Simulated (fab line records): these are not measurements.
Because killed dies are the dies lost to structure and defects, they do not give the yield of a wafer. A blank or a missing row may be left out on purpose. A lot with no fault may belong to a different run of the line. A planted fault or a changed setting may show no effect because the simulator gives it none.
Matching of chambers | flow n5Finfet | N5_BEOL_M4_ETCH_70 on rieDiel-02: 4 sister chambers
The step etches SOC in N2/H2, target depth 80 nm, overetch 24 nm, time 130 s. 8 wafers are shown with their chamber, then 7 later ones without.

WAFERS, EACH WITH ITS CHAMBER
wafer  | chamber | drypumpMotorCurrentA (A) | showerheadPlenumPTorr (Torr)
L080.6 | 1       | 6.0                      | 2.62
L082.2 | 1       | 6.0                      | 2.62
L082.3 | 0       | 5.7                      | 2.46
L093.1 | 3       | 5.8                      | 2.55
L093.2 | 2       | 5.4                      | 2.68
L093.6 | 2       | 5.3                      | 2.68
L092.4 | 0       | 5.7                      | 2.45
L092.5 | 3       | 5.8                      | 2.55

WAFERS MISSING THEIR CHAMBER
wafer  | drypumpMotorCurrentA (A) | showerheadPlenumPTorr (Torr)
L092.6 | 5.3                      | 2.68
L094.1 | 5.7                      | 2.45
L094.4 | 5.7                      | 2.45
L094.5 | 5.8                      | 2.55
L096.3 | 6.0                      | 2.61
L096.4 | 5.8                      | 2.54
L096.6 | 5.3                      | 2.67

WHICH CHAMBER EACH ONE RAN IN
wafer  | from the rows above | in truth
L092.6 | 2                   | 2
L094.1 | 0                   | 0
L094.4 | 0                   | 0
L094.5 | 3                   | 3
L096.3 | 1                   | 1
L096.4 | 3                   | 3
L096.6 | 2                   | 2
Placed correctly: 7 of 7. From these rows, 0 cannot be placed. Placed wrongly: 0.
How it was worked out, from the rows above alone: a wafer's distance from a chamber is the root of the sum, over the readings, of the square of ((its reading less the chamber's mean) divided by the reading's scatter). If the next closest chamber is less than 2 further off than the closest, the wafer can't be placed; otherwise it belongs to the closest. For every chamber, the mean is computed from those of its wafers that are shown. The scatter: the root of (the sum of the squares of (reading less its chamber's mean) over the shown wafers, divided by (wafers less chambers)).
